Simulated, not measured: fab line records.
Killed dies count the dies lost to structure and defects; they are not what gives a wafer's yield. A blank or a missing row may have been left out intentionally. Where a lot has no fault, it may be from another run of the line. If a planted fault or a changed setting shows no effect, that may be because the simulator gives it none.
Struck lot and sound lot, side by side || flow n5_finfet || 14 out of 1938 route steps
Sound: these wafers, L701.1, L701.5, L701.6. Struck: wafers L713.3, L713.5. (L713.2 of the same lot was not struck and is left out.) The cause comes at the end.
Per side, at each step with rows, come the tool, then ch with its chambers, and then its first start. Under that, the readings that differ: sound wafers || struck wafers || difference of the means || sigmas: that difference in standard deviations of wafers without a fault.
alike: a reading whose means differ by less than 2 such deviations, as well as words and numbers matching on both sides. not compared: withheld readings; readings where some wafer has no value; bounds like >300 that might hide an equal value; numbers whose values overlap and for which the record gives no deviation.
A row with sigmas, a row that says differs or no value, or rows on one side alone: a step with any of these is where the two part. Numbers that have no deviation but don't overlap get no sigmas and don't part them. Lack of a reading on every wafer of one side parts them only where that side has two or more wafers.

first, 2 steps without rows for these wafers: N5_BEOL_M7_PRECLEAN_42 (cleans in residue remover, time 60 s); N5_BEOL_M7_SRD_43 (time 30 s).
N5_BEOL_M7_CD_MEAS_35: the cd target is 40 nm.
  sound on cd_sem-03 at day 10 23:37; struck on cd_sem-01 at day 14 03:58
  alike: cd_nm
N5_BEOL_M7_CURE_75: cures SiCOH lowk, time 120 s.
  sound on uv_cure-02 ch 0, day 10 23:39; struck on uv_cure-02 ch 2, day 14 04:03
  alike: lamp_power_pct, wafer_temp_C_max
then, 2 steps without rows for these wafers: N5_BEOL_M7_DEGAS_44 (time 60 s); N5_BEOL_M7_PRE_CLEAN_45 (time 30 s).
N5_BEOL_M7_ALD_77: deposits TaN, target thk 2 nm, pulse time 2 s, purge time 3 s.
  sound on ald_metal-01 ch 0,1,2, day 11 00:07; struck on ald_metal-01 ch 0,1, day 14 04:26
  alike: heater_power_w
N5_BEOL_M7_SURFACE_TREAT_79:
  sound on pvd_sputter-03 at day 11 00:26; struck on pvd_sputter-03 at day 14 04:44
  not compared: throttle_valve_pct
then, 1 step without rows for these wafers: N5_BEOL_M7_CVD_78 (deposits Co from CCTBA/H2, target thk 2 nm, time 142.3 s).
N5_BEOL_M7_SPUTTER_48: material Cu, target thk 10 nm, time 1.667 s.
  sound on pvd_sputter-03 at day 11 02:29; struck on pvd_sputter-03 at day 14 05:02
  alike: chamber_pressure_pa, throttle_valve_pct
then, 1 step without rows for these wafers: N5_BEOL_M7_ECD_50 (material Cu, target thk 300 nm).
N5_BEOL_M7_ANNEAL_51: time 90 s.
  sound on rtp_anneal-02 ch 0, day 11 03:02; struck on rtp_anneal-02 ch 0, day 14 05:43
  alike: wafer_temp_C_max
N5_BEOL_M7_CMP_52: polishes, stops on SiCOH lowk, t overpolish 6.9 s, target thk 80 nm.
  sound on cmp-01 ch 2,3, day 11 03:20; struck on cmp-03 ch 1,3, day 14 06:03
{"reading": "barrier_field_endpoint_s (s)", "sound": "28.7 29.4 28.9", "struck": "16.1 16.3", "difference": -12.8, "sigmas": -21}
{"reading": "overpolish_run_s (s)", "sound": "6.909 6.892 6.884", "struck": "6.924 6.906", "difference": "+0.020", "sigmas": "+2"}
{"reading": "time_to_endpoint_s (s)", "sound": "61.1 67.1 63.2", "struck": "33.0 33.8", "difference": -30.4, "sigmas": -14}
  alike: motor_current_A
  not compared: model.Cu_of_BEOL_M7_ECD_50.thk_nm
-- a jump in the record: the struck wafers' starts before and after are 4 days apart (it breaks off in module BEOL_M7 and resumes in module PASSIVATION, where the first step shown is number 1936 of the route) --
N5_PASSIVATION_PROBE_49:
  record: rows for the struck wafers here (prober-02, day 18 04:22), none for the sound ones

WHERE THEY PART
At N5_BEOL_M7_CMP_52 first; at N5_PASSIVATION_PROBE_49 last (within this record only).

WHY: the cause the simulator had injected
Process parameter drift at N5_BEOL_M7_CMP_52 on cmp-03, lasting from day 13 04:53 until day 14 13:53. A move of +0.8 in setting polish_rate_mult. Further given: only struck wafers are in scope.
